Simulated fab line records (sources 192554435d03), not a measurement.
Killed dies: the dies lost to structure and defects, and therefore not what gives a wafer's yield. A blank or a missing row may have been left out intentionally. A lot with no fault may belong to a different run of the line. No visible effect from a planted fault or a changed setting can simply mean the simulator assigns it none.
Which tool did it? :: flow n5-finfet :: Sampling: 10 lots, 27 wafers, 5 of 1938 route steps

## WHAT THE GAUGES SHOWED, per wafer
N5_BEOL_M0_SAQP_THK_MEAS_05.
lot: L862
measured: day 6 03:24
on: film-metro-01
thk-nm (nm): 59.1 58.9 60.2

lot: L863
measured: day 6 10:36
on: film-metro-02
thk-nm (nm): 59.2 59.4 60.0

lot: L864
measured: day 6 19:18
on: film-metro-01
thk-nm (nm): 60.0 61.0 61.1

lot: L865
measured: day 6 22:36
on: film-metro-01
thk-nm (nm): 60.0 60.4 60.7

lot: L868
measured: day 7 19:29
on: film-metro-02
thk-nm (nm): 59.3 58.9 60.0

lot: L875
measured: day 9 13:43
on: film-metro-02
thk-nm (nm): 59.2 60.8

lot: L876
measured: day 9 19:56
on: film-metro-01
thk-nm (nm): 59.7 60.7

lot: L879
measured: day 10 13:16
on: film-metro-01
thk-nm (nm): 59.2 60.7 59.8

lot: L881
measured: day 10 20:01
on: film-metro-01
thk-nm (nm): 60.0 60.3

lot: L882
measured: day 11 02:54
on: film-metro-02
thk-nm (nm): 59.9 59.8 61.3

N5_BEOL_M4_RC_MEAS_101.
lot: L862
measured: day 8 19:58
on: prober-02
DIBL_N (mV/V): 38.1 35.6 35.8
DIBL_P (mV/V): 37.6 34.7 34.2
IOFF_N (nA/um): 0.21 0.15 0.16
IOFF_P (nA/um): 0.31 0.24 0.24
ION_N (uA/um): 687 673 680
ION_P (uA/um): 479 473 473
SS_N (mV/dec): 72.3 71.4 70.9
SS_P (mV/dec): 74.1 73.8 73.1
VT_N (mV): 246 248 247
VT_P (mV): -240 -245 -246

lot: L863
measured: day 8 22:40
on: prober-01
DIBL_N (mV/V): 36.9 37.0 34.1
DIBL_P (mV/V): 36.5 37.8 34.2
IOFF_N (nA/um): 0.16 0.17 0.12
IOFF_P (nA/um): 0.24 0.28 0.20
ION_N (uA/um): 675 681 673
ION_P (uA/um): 468 473 469
SS_N (mV/dec): 72.0 72.5 70.9
SS_P (mV/dec): 73.9 74.3 72.2
VT_N (mV): 249 250 253
VT_P (mV): -244 -245 -248

lot: L864
measured: day 9 00:59
on: prober-01
DIBL_N (mV/V): 40.9 38.7 39.4
DIBL_P (mV/V): 38.9 35.7 37.6
IOFF_N (nA/um): 0.24 0.19 0.19
IOFF_P (nA/um): 0.29 0.22 0.25
ION_N (uA/um): 696 677 678
ION_P (uA/um): 474 460 463
SS_N (mV/dec): 72.2 71.5 71.9
SS_P (mV/dec): 73.9 72.8 73.9
VT_N (mV): 242 246 248
VT_P (mV): -246 -248 -248

lot: L865
measured: day 9 08:40
on: prober-01
DIBL_N (mV/V): 33.4 37.4 34.6
DIBL_P (mV/V): 32.2 36.3 34.1
IOFF_N (nA/um): 0.12 0.18 0.14
IOFF_P (nA/um): 0.17 0.22 0.19
ION_N (uA/um): 669 675 674
ION_P (uA/um): 460 459 462
SS_N (mV/dec): 71.7 71.8 71.1
SS_P (mV/dec): 71.5 72.9 72.6
VT_N (mV): 251 251 252
VT_P (mV): -250 -248 -249

lot: L868
measured: day 10 00:47
on: prober-02
DIBL_N (mV/V): 35.6 36.6 37.1
DIBL_P (mV/V): 34.3 35.9 36.2
IOFF_N (nA/um): 0.13 0.17 0.17
IOFF_P (nA/um): 0.16 0.19 0.20
ION_N (uA/um): 683 696 693
ION_P (uA/um): 460 481 474
SS_N (mV/dec): 71.8 71.9 71.8
SS_P (mV/dec): 72.7 72.9 73.7
VT_N (mV): 252 249 248
VT_P (mV): -254 -253 -252

lot: L875
measured: day 11 21:11
on: prober-01
DIBL_N (mV/V): 40.2 37.6
DIBL_P (mV/V): 42.0 39.5
IOFF_N (nA/um): 0.26 0.20
IOFF_P (nA/um): 0.30 0.26
ION_N (uA/um): 697 687
ION_P (uA/um): 471 465
SS_N (mV/dec): 73.5 72.0
SS_P (mV/dec): 74.6 74.1
VT_N (mV): 244 246
VT_P (mV): -245 -248

lot: L876
measured: day 12 01:57
on: prober-02
DIBL_N (mV/V): 37.3 37.4
DIBL_P (mV/V): 37.4 37.3
IOFF_N (nA/um): 0.18 0.16
IOFF_P (nA/um): 0.22 0.21
ION_N (uA/um): 687 676
ION_P (uA/um): 471 470
SS_N (mV/dec): 72.5 72.7
SS_P (mV/dec): 73.9 72.8
VT_N (mV): 247 251
VT_P (mV): -251 -251

lot: L879
measured: day 13 04:58
on: prober-01
DIBL_N (mV/V): 37.6 37.4 41.7
DIBL_P (mV/V): 40.2 39.5 43.6
IOFF_N (nA/um): 0.21 0.19 0.32
IOFF_P (nA/um): 0.29 0.26 0.37
ION_N (uA/um): 688 681 699
ION_P (uA/um): 473 464 477
SS_N (mV/dec): 72.1 71.8 73.5
SS_P (mV/dec): 74.6 74.0 75.8
VT_N (mV): 246 247 240
VT_P (mV): -246 -246 -244

lot: L881
measured: day 13 06:49
on: prober-01
DIBL_N (mV/V): 36.3 32.8
DIBL_P (mV/V): 37.3 33.6
IOFF_N (nA/um): 0.19 0.13
IOFF_P (nA/um): 0.26 0.20
ION_N (uA/um): 689 652
ION_P (uA/um): 471 457
SS_N (mV/dec): 72.2 71.2
SS_P (mV/dec): 73.4 71.7
VT_N (mV): 246 253
VT_P (mV): -245 -250

lot: L882
measured: day 13 09:58
on: prober-02
DIBL_N (mV/V): 36.4 36.8 37.0
DIBL_P (mV/V): 36.7 36.7 37.2
IOFF_N (nA/um): 0.17 0.17 0.18
IOFF_P (nA/um): 0.21 0.22 0.23
ION_N (uA/um): 672 671 675
ION_P (uA/um): 459 454 460
SS_N (mV/dec): 71.2 72.2 71.9
SS_P (mV/dec): 73.0 73.5 73.8
VT_N (mV): 248 248 247
VT_P (mV): -252 -250 -250

## WHAT TOOL EACH LOT RAN ON (gives the tool, then ch and the chambers of the sampled wafers, and finally the start)
lot: L862
N5_BEOL_M0_SAQP_PECVD_96: pecvd-03 ch 1,2, day 6 03:13
N5_BEOL_M0_SAQP_ETCH_83: rie-diel-06 ch 1,3, day 6 03:53
N5_BEOL_M0_SAQP_RECESS_114: vapor-etch-02 ch 0, day 6 04:21

lot: L863
N5_BEOL_M0_SAQP_PECVD_96: pecvd-02 ch 0,1,2, day 6 10:25
N5_BEOL_M0_SAQP_ETCH_83: rie-diel-04 ch 1,2, day 6 11:05
N5_BEOL_M0_SAQP_RECESS_114: vapor-etch-02 ch 0,1, day 6 11:35

lot: L864
N5_BEOL_M0_SAQP_PECVD_96: pecvd-03 ch 0,2, day 6 19:07
N5_BEOL_M0_SAQP_ETCH_83: rie-diel-04 ch 0,3, day 6 19:48
N5_BEOL_M0_SAQP_RECESS_114: vapor-etch-02 ch 0,1, day 6 20:16

lot: L865
N5_BEOL_M0_SAQP_PECVD_96: pecvd-01 ch 0,1,2, day 6 22:25
N5_BEOL_M0_SAQP_ETCH_83: rie-diel-04 ch 0,2,3, day 6 23:34
N5_BEOL_M0_SAQP_RECESS_114: vapor-etch-01 ch 0,1, day 7 00:05

lot: L868
N5_BEOL_M0_SAQP_PECVD_96: pecvd-02 ch 0,1,2, day 7 19:19
N5_BEOL_M0_SAQP_ETCH_83: rie-diel-04 ch 1,2, day 7 19:58
N5_BEOL_M0_SAQP_RECESS_114: vapor-etch-01 ch 0,1, day 7 20:34

lot: L875
N5_BEOL_M0_SAQP_PECVD_96: pecvd-03 ch 1,2, day 9 13:32
N5_BEOL_M0_SAQP_ETCH_83: rie-diel-04 ch 0,2, day 9 14:22
N5_BEOL_M0_SAQP_RECESS_114: vapor-etch-02 ch 0,1, day 9 14:58

lot: L876
N5_BEOL_M0_SAQP_PECVD_96: pecvd-02 ch 0,2, day 9 19:46
N5_BEOL_M0_SAQP_ETCH_83: rie-diel-04 ch 1,2, day 9 20:32
N5_BEOL_M0_SAQP_RECESS_114: vapor-etch-02 ch 1, day 9 21:08

lot: L879
N5_BEOL_M0_SAQP_PECVD_96: pecvd-03 ch 0,1, day 10 13:05
N5_BEOL_M0_SAQP_ETCH_83: rie-diel-04 ch 0,2,3, day 10 13:47
N5_BEOL_M0_SAQP_RECESS_114: vapor-etch-02 ch 0,1, day 10 14:16

lot: L881
N5_BEOL_M0_SAQP_PECVD_96: pecvd-01 ch 1,2, day 10 19:46
N5_BEOL_M0_SAQP_ETCH_83: rie-diel-02 ch 0,2, day 10 20:37
N5_BEOL_M0_SAQP_RECESS_114: vapor-etch-02 ch 1, day 10 21:05

lot: L882
N5_BEOL_M0_SAQP_PECVD_96: pecvd-03 ch 0,1,2, day 11 02:43
N5_BEOL_M0_SAQP_ETCH_83: rie-diel-06 ch 1,2, day 11 03:30
N5_BEOL_M0_SAQP_RECESS_114: vapor-etch-02 ch 0, day 11 03:58
- N5_BEOL_M0_SAQP_PECVD_96: deposits a-Si from SiH4/He, target thk 45 nm, time 45.2 s.
- N5_BEOL_M0_SAQP_ETCH_83: etches SiARC in CF4, target depth 39 nm, time 65 s.
- N5_BEOL_M0_SAQP_RECESS_114: chemistry HF/NH3, target SiO2, target depth 14.4 nm, afs cycles 3, sublimation time 60 s.

## WHAT THE TOOLS THEMSELVES READ (means of the sampled wafers that have a number; where no wafer has one, the mark that the record gives instead)
N5_BEOL_M0_SAQP_PECVD_96.
lot: L862
tool: pecvd-03
heater-power-w (W): 672
showerhead-plenum-p-Torr (Torr): 5.67
throttle-valve-pct (%): 17.3

lot: L863
tool: pecvd-02
heater-power-w (W): 601
showerhead-plenum-p-Torr (Torr): 5.66
throttle-valve-pct (%): 18.1

lot: L864
tool: pecvd-03
heater-power-w (W): 586
showerhead-plenum-p-Torr (Torr): 5.67
throttle-valve-pct (%): 17.5

lot: L865
tool: pecvd-01
heater-power-w (W): 584
showerhead-plenum-p-Torr (Torr): 5.58
throttle-valve-pct (%): 18.9

lot: L868
tool: pecvd-02
heater-power-w (W): 580
showerhead-plenum-p-Torr (Torr): 5.65
throttle-valve-pct (%): 18.3

lot: L875
tool: pecvd-03
heater-power-w (W): 604
showerhead-plenum-p-Torr (Torr): 5.68
throttle-valve-pct (%): 17.1

lot: L876
tool: pecvd-02
heater-power-w (W): 626
showerhead-plenum-p-Torr (Torr): 5.67
throttle-valve-pct (%): 18.6

lot: L879
tool: pecvd-03
heater-power-w (W): 680
showerhead-plenum-p-Torr (Torr): 5.66
throttle-valve-pct (%): 17.6

lot: L881
tool: pecvd-01
heater-power-w (W): 537
showerhead-plenum-p-Torr (Torr): 5.55
throttle-valve-pct (%): 19.0

lot: L882
tool: pecvd-03
heater-power-w (W): 633
showerhead-plenum-p-Torr (Torr): 5.67
throttle-valve-pct (%): 17.1

N5_BEOL_M0_SAQP_ETCH_83.
lot: L862
tool: rie-diel-06
drypump-motor-current-A (A): 6.0
etch-rf-on-time-s (s): 64.8
oes-product-au (a.u.): 0.72
rf-vpp-V (V): 184.0
showerhead-plenum-p-Torr (Torr): 2.14
throttle-valve-pct (%): 15.30

lot: L863
tool: rie-diel-04
drypump-motor-current-A (A): 5.5
etch-rf-on-time-s (s): 65.6
oes-product-au (a.u.): 0.64
rf-vpp-V (V): 183.1
showerhead-plenum-p-Torr (Torr): 2.12
throttle-valve-pct (%): 15.69

lot: L864
tool: rie-diel-04
drypump-motor-current-A (A): 5.8
etch-rf-on-time-s (s): 64.5
oes-product-au (a.u.): 0.82
rf-vpp-V (V): 183.3
showerhead-plenum-p-Torr (Torr): 2.12
throttle-valve-pct (%): 15.31

lot: L865
tool: rie-diel-04
drypump-motor-current-A (A): 5.7
etch-rf-on-time-s (s): 63.8
oes-product-au (a.u.): 0.79
rf-vpp-V (V): 184.7
showerhead-plenum-p-Torr (Torr): 2.11
throttle-valve-pct (%): 15.46

lot: L868
tool: rie-diel-04
drypump-motor-current-A (A): 5.5
etch-rf-on-time-s (s): 65.4
oes-product-au (a.u.): 0.64
rf-vpp-V (V): 182.8
showerhead-plenum-p-Torr (Torr): 2.11
throttle-valve-pct (%): 15.72

lot: L875
tool: rie-diel-04
drypump-motor-current-A (A): 5.6
etch-rf-on-time-s (s): 55.4
oes-product-au (a.u.): 0.82
rf-vpp-V (V): 183.5
showerhead-plenum-p-Torr (Torr): 2.08
throttle-valve-pct (%): 15.45

lot: L876
tool: rie-diel-04
drypump-motor-current-A (A): 5.5
etch-rf-on-time-s (s): 44.6
oes-product-au (a.u.): 0.81
rf-vpp-V (V): 183.5
showerhead-plenum-p-Torr (Torr): 2.10
throttle-valve-pct (%): 15.73

lot: L879
tool: rie-diel-04
drypump-motor-current-A (A): 5.6
etch-rf-on-time-s (s): 56.9
oes-product-au (a.u.): 0.81
rf-vpp-V (V): 183.2
showerhead-plenum-p-Torr (Torr): 2.11
throttle-valve-pct (%): 15.52

lot: L881
tool: rie-diel-02
drypump-motor-current-A (A): 5.8
etch-rf-on-time-s (s): 65.3
oes-product-au (a.u.): 0.65
rf-vpp-V (V): 183.9
showerhead-plenum-p-Torr (Torr): 2.15
throttle-valve-pct (%): 15.90

lot: L882
tool: rie-diel-06
drypump-motor-current-A (A): 6.1
etch-rf-on-time-s (s): 64.5
oes-product-au (a.u.): 0.72
rf-vpp-V (V): 184.3
showerhead-plenum-p-Torr (Torr): 2.14
throttle-valve-pct (%): 15.34

N5_BEOL_M0_SAQP_RECESS_114.
lot: L862
tool: vapor-etch-02
drypump-motor-current-A (A): 6.2

lot: L863
tool: vapor-etch-02
drypump-motor-current-A (A): 6.2

lot: L864
tool: vapor-etch-02
drypump-motor-current-A (A): 6.2

lot: L865
tool: vapor-etch-01
drypump-motor-current-A (A): 5.3

lot: L868
tool: vapor-etch-01
drypump-motor-current-A (A): 5.8

lot: L875
tool: vapor-etch-02
drypump-motor-current-A (A): 6.2

lot: L876
tool: vapor-etch-02
drypump-motor-current-A (A): 6.2

lot: L879
tool: vapor-etch-02
drypump-motor-current-A (A): 6.2

lot: L881
tool: vapor-etch-02
drypump-motor-current-A (A): 6.2

lot: L882
tool: vapor-etch-02
drypump-motor-current-A (A): 6.2

## THE ANSWER, worked out from the rows above alone
Rule: the lots themselves supply what counts as usual. The widest of any qualifying gaps counts: lots, ordered by their means at a reading, are off when they make up no more than a third of the lots, leave a main group of 4 or more, and stand apart from it by 3 or more times the standard deviation of that group's means. A main group is skipped when, at the precision printed for the reading in the tables above, its means are all equal. Also off: a lot with no number at a reading for which 4 or more lots have one. Where the step has rows for the other lots, those lots are counted as sound. After the gauges, taken in route order, come the tools' own readings; for these a lot's mean is taken, as printed above. The first step at which some lot is off is used, and at that step the reading that is off furthest; a lot without a number counts as furthest.
Off: L875, L876, L879, seen at N5_BEOL_M4_RC_MEAS_101 (SS_N). The main group: mean 71.7 mV/dec, standard deviation 0.13.
A tool fits if, at a process step before that reading, it ran every lot that is off, and no sound lot after the first of them. The gauges at N5_BEOL_M4_RC_MEAS_101 aren't tried: what is off there is off at N5_BEOL_M0_SAQP_ETCH_83 too, on other tools, and a gauge's error can't cause that. One fits: N5_BEOL_M0_SAQP_ETCH_83 on rie-diel-04. A fault onset in the window from L868 (day 7 19:58, its last sound lot) to L875 (day 9 14:22, its first lot off) fits.
The tool's own readings at N5_BEOL_M0_SAQP_ETCH_83 bear it out: on the lots that are off they differ by more than 5 times the standard deviation of the sound lots' means. etch-rf-on-time-s reads 52.3 s there against 64.8 s on the sound lots.

## WHAT HAD BEEN PUT IN BY THE SIMULATOR
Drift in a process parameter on rie-diel-04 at N5_BEOL_M0_SAQP_ETCH_83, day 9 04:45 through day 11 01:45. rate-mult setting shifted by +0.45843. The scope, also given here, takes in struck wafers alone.
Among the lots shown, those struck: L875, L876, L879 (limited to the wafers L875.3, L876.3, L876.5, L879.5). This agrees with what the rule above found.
